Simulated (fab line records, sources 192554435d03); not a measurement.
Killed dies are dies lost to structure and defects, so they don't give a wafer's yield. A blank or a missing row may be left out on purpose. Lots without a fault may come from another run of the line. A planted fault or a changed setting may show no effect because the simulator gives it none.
fab line records | flow n5_finfet
record lots=6 wafers=17 last_day=18
route steps=1938 shown BEOL_M6@1219
lots that met no fault: from a run of the same line without faults
start_h: hours from the record's first day to the start of the lot's first wafer shown | wait_h: hours since the lot's step before | " the same as in the row above | L1.1+2: a row that stands for several wafers | - no value, or no start given | * or withheld: withheld | < > ~ a bound
route shown NAME@n: a module of which the file shows steps, and the number in the route of the first | usual: mean/standard deviation of fault-free wafers | same: alike in all rows | chamber/n: place in a boat | sites: the reading at each site | _std_site: their standard deviation | _edge_site: outer sites' mean less inner sites' | radius_mm: how far each site lies from the wafer's centre | mask NAME#n: copy n | behind: the tool/chamber that last shaped the wafer | hold: why the lot was held/for how many hours/how that ended | device: the transistor (n, p or np) that didn't switch | end of line: the same wafers' tests at the end of the route | a step without rows: its recipe alone | killed: dies lost to structure and defects at the first sort, not the wafer's yield | map: a wafer's dies, x killed, . not, _ none there
set.NAME: the setting as run; set.NAME@STEP: as run at that earlier step | model.NAME: the simulator's own value behind a step, which no gauge read
lots at some steps of the route; a table a step, a row a wafer
services: from which hour (start_h, from the record's first day; less than 0 if before it) a tool's chamber was out of use, for how many hours, and why
## steps
# step N5_BEOL_M6_COAT_64
# recipe resist=SiARC temp_c=220 time_s=60 spin_rpm=1500 resist_thk_nm=12
# step N5_BEOL_M6_COAT_71
# recipe resist=underlayer temp_c=205 time_s=60 spin_rpm=1500 resist_thk_nm=5
# step N5_BEOL_M6_COAT_22
# recipe resist=CAR-EUV spin_rpm=1500 resist_thk_nm=30
# step N5_BEOL_M6_EBR_24
# recipe solvent=PGMEA ebr_width_mm=1.5
# step N5_BEOL_M6_SOFTBAKE_23
# recipe temp_c=110 time_s=60 resist=CAR-EUV
# step N5_BEOL_M6_EXPOSE_25
# recipe mask_id=V5 na=0.33 source_shape=annular sigma_inner=0.4 sigma_outer=0.8 polarization=unpolarized target_cd_nm=40 dose_mj=45
# step N5_BEOL_M6_PEB_26
# recipe peb_temp_c=100 peb_time_s=60 resist=CAR-EUV
# step N5_BEOL_M6_DEVELOP_27
# recipe develop_time_s=30 developer=TMAH resist=CAR-EUV rinse_liquid=surfactant_rinse dry=air_spin dev_temp_c=23
# step N5_BEOL_M6_CD_MEAS_28
# recipe target_cd_nm=40 landing_energy_ev=500 detector=se_inlens
# usual cd_nm=40.04/0.23
# columns lot.wafer tool chamber start_h wait_h cd_nm
L350.1 cd_sem-01 0 193.78 - 40.26
L350.3 " 0 " " 40.06
L350.6 " 0 " " 40.00
L356.2 cd_sem-02 0 238.73 - 40.25
L356.4 " 0 " " 39.91
L356.5 " 0 " " 39.64
L360.2 cd_sem-02 0 250.53 - 40.38
L360.5 " 0 " " 40.32
L368.2 cd_sem-02 0 314.49 - 39.96
L368.4 " 0 " " 40.20
L368.6 " 0 " " 39.71
L369.2 cd_sem-02 0 324.04 - 39.92
L369.3 " 0 " " 40.39
L369.6 " 0 " " 39.94
L372.1 cd_sem-03 0 330.50 - 39.92
L372.2 " 0 " " 39.86
L372.4 " 0 " " 39.91
# step N5_BEOL_M6_OVL_MEAS_29
# recipe points_per_wafer=522
# usual V5_OVL=-0.3/0.77
# columns lot.wafer tool chamber start_h wait_h V5_OVL[nm]
L350.1 overlay-01 0 193.81 0.0 0.2
L350.3 " 0 " " -0.2
L350.6 " 0 " " -0.2
L356.2 overlay-01 0 238.77 0.0 0.3
L356.4 " 0 " " -0.5
L356.5 " 0 " " -0.8
L360.2 overlay-01 0 250.56 0.0 0.4
L360.5 " 0 " " -0.1
L368.2 overlay-02 0 314.53 0.0 -0.2
L368.4 " 0 " " 0.1
L368.6 " 0 " " 0.6
L369.2 overlay-02 0 324.07 0.0 0.4
L369.3 " 0 " " 0.8
L369.6 " 0 " " 1.2
L372.1 overlay-01 0 330.53 0.0 -2.1
L372.2 " 0 " " -0.4
L372.4 " 0 " " -1.5
# step N5_BEOL_M6_INSPECT_30
# recipe mode=adi inspect_instrument=brightfield
# usual raw_defect_count=413/110
# columns lot.wafer tool chamber start_h wait_h raw_defect_count
L350.1 defect_inspect-02 - 193.86 0.1 374
L350.3 " - " " 479
L350.6 " - " " 404
L356.2 defect_inspect-01 - 238.82 0.0 259
L356.4 " - " " 368
L356.5 " - " " 256
L360.2 defect_inspect-01 - 250.61 0.0 359
L360.5 " - " " 451
L368.2 defect_inspect-02 - 314.58 0.0 646
L368.4 " - " " 433
L368.6 " - " " 534
L369.2 defect_inspect-02 - 324.12 0.0 316
L369.3 " - " " 453
L369.6 " - " " 396
L372.1 defect_inspect-02 - 330.59 0.1 335
L372.2 " - " " 316
L372.4 " - " " 343
# step N5_BEOL_M6_DESCUM_33
# recipe chemistry=O2 time_s=7 source_power_w=50 bias_power_w=20 pressure_mtorr=20 rf_frequency_hz=2.712e+07 temp_c=40 resist=CAR-EUV o2_flow_sccm=225
# usual drypump_motor_current_A=5.7/0.54 o2_flow_sccm=225.0/0.63 oes_product_au=0.77/0.073 rf_fwd_power_W=49.43/0.2 rf_vpp_V=242.7/1.2 showerhead_plenum_p_Torr=2.08/0.059 throttle_valve_pct=20.53/0.24
# columns lot.wafer tool chamber start_h wait_h drypump_motor_current_A o2_flow_sccm oes_product_au rf_fwd_power_W rf_hours_counter_h rf_vpp_V showerhead_plenum_p_Torr throttle_valve_pct
L350.1 rie_diel-02 1 193.90 0.0 6.6 224.8 0.73 49.58 170 242.6 2.08 20.64
L350.3 " 2 " " 5.8 225.4 0.75 49.48 180 243.6 2.17 20.44
L350.6 " 3 " " 5.0 224.4 0.74 49.27 - 240.6 2.06 20.73
L356.2 rie_diel-02 2 238.97 0.2 5.9 223.7 0.74 49.44 198 244.5 2.16 20.46
L356.4 " 1 " " 6.6 223.8 0.70 49.20 187 242.7 2.07 20.66
L356.5 " 0 " " 5.6 224.9 0.93 49.69 - 244.2 2.16 20.48
L360.2 rie_diel-02 1 250.65 0.0 6.6 224.2 0.71 49.22 191 241.6 2.07 20.69
L360.5 " 1 " " 6.6 225.3 0.71 49.20 - 242.8 2.07 20.70
L368.2 rie_diel-04 0 314.82 0.2 6.8 225.2 0.67 49.20 249 241.8 1.98 20.87
L368.4 " 3 " " 5.3 224.3 0.71 49.61 217 241.4 1.99 20.72
L368.6 " 3 " " 5.3 224.4 0.71 49.46 - 240.1 1.99 20.72
L369.2 rie_diel-01 1 324.16 0.0 5.4 224.3 0.77 49.43 117 242.8 2.13 20.49
L369.3 " 0 " " 5.3 224.5 0.81 49.74 93 243.7 2.11 20.45
L369.6 " 1 " " 5.4 224.1 0.77 49.53 - 243.2 2.13 20.47
L372.1 rie_diel-01 0 330.91 0.3 5.3 225.7 0.80 49.65 95 242.1 2.11 20.46
L372.2 " 3 " " 6.2 224.5 0.77 49.22 110 243.0 2.10 20.00
L372.4 " 1 " " 5.4 224.8 0.77 49.56 119 244.8 2.13 20.49
# step N5_BEOL_M6_ETCH_72
# recipe chemistry=N2/H2 target=underlayer target_depth_a=65 mask_material=CAR-EUV time_s=5.2 ion_energy_ev=200 pressure_mtorr=30 source_w=840 bias_w=150 n2_flow_sccm=200 h2_flow_sccm=200 ends=cleared
# usual drypump_motor_current_A=5.7/0.54 etch_rf_on_time_s=5.19/0.11 oes_product_au=0.66/0.059 rf_fwd_power_W=819.5/2.7 rf_vpp_V=523.4/2.5 showerhead_plenum_p_Torr=2.52/0.069 throttle_valve_pct=17.94/0.29
# columns lot.wafer tool chamber start_h wait_h drypump_motor_current_A etch_rf_on_time_s oes_product_au rf_fwd_power_W rf_hours_counter_h rf_vpp_V showerhead_plenum_p_Torr throttle_valve_pct
L350.1 rie_diel-02 1 193.93 0.0 6.6 5.09 0.61 817.6 170 522.8 2.54 18.20
L350.3 " 2 " " 5.8 5.00 0.64 816.1 180 527.7 2.63 17.80
L350.6 " 3 " " 5.0 4.98 0.63 822.0 - 522.9 2.53 18.36
L356.2 rie_diel-02 2 239.01 0.0 5.8 2.98 0.89 823.1 198 527.9 2.62 17.93
L356.4 " 1 " " 6.6 5.21 0.60 821.4 187 522.1 2.53 18.22
L356.5 " 0 " " 5.6 5.37 0.78 822.6 - 527.2 2.62 17.82
L360.2 rie_diel-02 1 250.68 0.0 6.6 3.01 0.84 823.0 191 523.0 2.53 18.33
L360.5 " 1 " " 6.6 5.18 0.60 821.0 - 521.7 2.53 18.24
L368.2 rie_diel-04 0 314.86 0.0 6.8 5.23 0.58 820.8 249 519.3 2.38 18.19
L368.4 " 3 " " 5.3 5.15 0.61 821.0 217 523.1 2.42 18.19
L368.6 " 3 " " 5.3 5.19 0.61 818.7 - 519.7 2.42 18.20
L369.2 rie_diel-01 1 324.19 0.0 5.4 5.28 0.65 815.4 117 524.7 2.56 17.74
L369.3 " 0 " " 5.3 5.28 0.69 820.0 93 523.7 2.54 17.66
L369.6 " 1 " " 5.5 5.27 0.66 812.0 - 524.0 2.56 17.69
L372.1 rie_diel-01 0 330.95 0.0 5.3 5.23 0.68 817.9 95 525.2 2.54 17.66
L372.2 " 3 " " 6.2 5.27 0.64 825.8 110 525.5 2.57 17.57
L372.4 " 1 " " 5.4 5.24 0.65 820.9 119 523.5 2.56 17.73
# step N5_BEOL_M6_ETCH_65
# recipe chemistry=CF4 target=SiARC target_depth_a=156 mask_material=CAR-EUV time_s=26 ion_energy_ev=80 pressure_mtorr=40 source_w=545 bias_w=36 Ar_flow_sccm=100 cf4_flow_sccm=100 ends=cleared
# usual drypump_motor_current_A=5.7/0.54 etch_rf_on_time_s=25.9/0.55 oes_product_au=0.66/0.06 rf_fwd_power_W=532.1/2.1 rf_vpp_V=183.8/1.1 showerhead_plenum_p_Torr=2.13/0.055 throttle_valve_pct=15.71/0.26
# columns lot.wafer tool chamber start_h wait_h drypump_motor_current_A etch_rf_on_time_s oes_product_au rf_fwd_power_W rf_hours_counter_h rf_vpp_V showerhead_plenum_p_Torr throttle_valve_pct
L350.1 rie_diel-02 1 193.95 0.0 6.6 25.8 0.61 531.4 170 183.0 2.13 15.85
L350.3 " 2 " " 5.8 25.3 0.65 534.3 180 185.7 2.21 15.62
L350.6 " 3 " " 5.0 25.0 0.63 533.0 - 183.6 2.13 16.09
L356.2 rie_diel-02 2 239.03 0.0 5.9 25.6 0.62 533.5 198 184.9 2.20 15.64
L356.4 " 1 " " 6.6 25.9 0.60 529.2 187 184.0 2.13 15.89
L356.5 " 0 " " 5.6 26.8 0.78 530.7 - 185.5 2.19 15.49
L360.2 rie_diel-02 1 250.70 0.0 6.6 25.7 0.61 529.4 191 184.0 2.13 15.90
L360.5 " 1 " " 6.6 25.8 0.60 531.1 - 183.7 2.13 15.90
L368.2 rie_diel-04 0 314.88 0.0 6.8 26.0 0.58 530.5 249 183.2 2.02 16.09
L368.4 " 3 " " 5.3 25.7 0.62 531.4 217 181.8 2.04 15.91
L368.6 " 3 " " 5.3 25.8 0.61 530.6 - 182.8 2.04 15.91
L369.2 rie_diel-01 1 324.21 0.0 5.4 26.0 0.66 532.3 117 183.0 2.16 15.57
L369.3 " 0 " " 5.3 26.2 0.69 535.8 93 184.7 2.15 15.63
L369.6 " 1 " " 5.4 26.5 0.65 533.1 - 183.8 2.16 15.57
L372.1 rie_diel-01 0 330.96 0.0 5.3 26.3 0.69 537.6 95 184.9 2.15 15.64
L372.2 " 3 " " 6.3 26.3 0.64 528.9 110 182.9 2.15 15.23
L372.4 " 1 " " 5.4 25.8 0.65 533.0 119 185.7 2.16 15.57
## services
# columns tool chamber start_h hours kind
rie_diel-02 0 211.43 - clean
rie_diel-02 0 211.43 - consumable_replace:focus_ring
rie_diel-02 0 211.43 15.1 scheduled_down
rie_diel-02 0 211.43 15.1 vent_cycle
rie_diel-01 - 226.88 11.4 repair
rie_diel-02 0 269.78 9.7 repair
rie_diel-01 - 271.78 1.1 repair
rie_diel-04 1 272.31 - clean
rie_diel-04 1 272.31 - consumable_replace:focus_ring
rie_diel-04 1 272.31 14.9 scheduled_down
rie_diel-04 1 272.31 14.9 vent_cycle
rie_diel-02 - 301.01 2.8 pm
rie_diel-04 0 317.81 - clean
rie_diel-04 0 317.81 - consumable_replace:focus_ring
rie_diel-04 0 317.81 - consumable_replace:showerhead
rie_diel-04 0 317.81 13.8 scheduled_down
rie_diel-04 0 317.81 13.8 vent_cycle
## key
first_sign step=N5_BEOL_M6_ETCH_72 reading=etch_rf_on_time_s direction=down sigmas=20 usual=* struck=*
effect step=N5_BEOL_M6_ETCH_72 reading=oes_product_au direction=up sigmas=3.4 usual=0.66 struck=0.86
met_at N5_BEOL_M6_ETCH_72
struck_wafers L356.2,L360.2
onset_between 193.93 239.01
fault kind=process_parameter_drift tool=rie_diel-02 chamber=- onset_h=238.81 steps=N5_BEOL_M6_ETCH_72 channel=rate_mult offset=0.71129 shape=step end_h=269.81 scope=struck_wafers_only
